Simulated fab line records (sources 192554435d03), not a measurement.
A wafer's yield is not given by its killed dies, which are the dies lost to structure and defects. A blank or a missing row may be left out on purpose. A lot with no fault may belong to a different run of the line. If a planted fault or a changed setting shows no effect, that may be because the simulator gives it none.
Struck lot and sound lot, side by side	flow n5 finfet	14 out of 1938 route steps
Sound: wafers L878.1, L878.2, L878.4. The struck wafers were L886.4, L886.5, L886.6. The cause comes at the end.
At each step with rows: each side's tool, then ch and its chambers, then its first start. Under that, the readings that differ: sound wafers	struck wafers	difference of the means	sigmas: that difference in standard deviations of wafers without a fault.
alike: same words and numbers on both sides, and readings whose means sit less than 2 such deviations apart. not compared: any withheld reading, any reading some wafer has no value for, any bound like >300 that may hide the same value, and any number with overlapping values for which the record gives no deviation.
A row with sigmas, a row that says differs or no value, or rows on one side alone: a step with any of these is where the two part. Numbers that don't overlap but have no deviation are shown without sigmas and don't part them. Lack of a reading on every wafer of one side parts them only where that side has two or more wafers.

N5_MIM_BOT_SPUTTER_00: material TiN, target thk 35 nm, time 89.7 s.
  sound: pvd sputter-02 at day 12 21:24; struck: pvd sputter-02 at day 16 13:50
  alike: substrate temp c, throttle valve pct
N5_MIM_TOP_ALD_00: deposits Al2O3, purge time 3 s, co reactant pulse time 3 s.
  sound on ald hk-03 ch 0,1,3, day 12 21:30; struck on ald hk-01 ch 1,2,3, day 16 13:56
  alike: precursor pulse height rel
N5_MIM_TOP_ALD_01: deposits HfO2, target thk 5.6 nm, pulse time 1 s, purge time 3 s.
  sound on ald hk-03 ch 0,1,3; struck on ald hk-01 ch 1,2,3
  alike: precursor pulse height rel
N5_MIM_TOP_ALD_02: deposits Al2O3, purge time 3 s, co reactant pulse time 3 s.
  sound on ald hk-03 ch 0,1,3; struck on ald hk-01 ch 1,2,3
  alike: precursor pulse height rel
N5_MIM_TOP_DEGAS_04: time 60 s.
  sound: pvd sputter-02 at day 12 22:01; struck: pvd sputter-03 at day 16 14:46
  alike: heater power w
then, 7 steps without rows for these wafers: N5_MIM_TOP_SPUTTER_03 (material TiN, target thk 35 nm, time 89.7 s); N5_MIM_TOP_LITHO_HMDS_01 (time 60 s); N5_MIM_TOP_LITHO_COAT_02; N5_MIM_TOP_LITHO_EBR_04; N5_MIM_TOP_LITHO_SOFTBAKE_03 (time 90 s); N5_MIM_TOP_LITHO_EXPOSE_05 (exposes mask MIM TOP, target cd 2000 nm); N5_MIM_TOP_LITHO_PEB_06.
N5_MIM_TOP_LITHO_DEVELOP_07: develop time 60 s.
  struck on litho track-02, day 16 15:05; sound on litho track-03 ch 0, day 12 22:20
  no value came back on the struck wafers for chill plate temp C (C), develop time s (s); on the sound wafers chill plate temp C (C) reads 23.07 23.04 22.98
  not compared: model.coat_of_MIM_TOP_LITHO_COAT_02.thk nm
then, 1 step without rows for these wafers: N5_MIM_TOP_LITHO_HARDBAKE_09 (time 120 s).

WHERE THEY PART
At N5_MIM_TOP_LITHO_DEVELOP_07 and nowhere else, as far as this record goes.

WHY: what had been put in by the simulator
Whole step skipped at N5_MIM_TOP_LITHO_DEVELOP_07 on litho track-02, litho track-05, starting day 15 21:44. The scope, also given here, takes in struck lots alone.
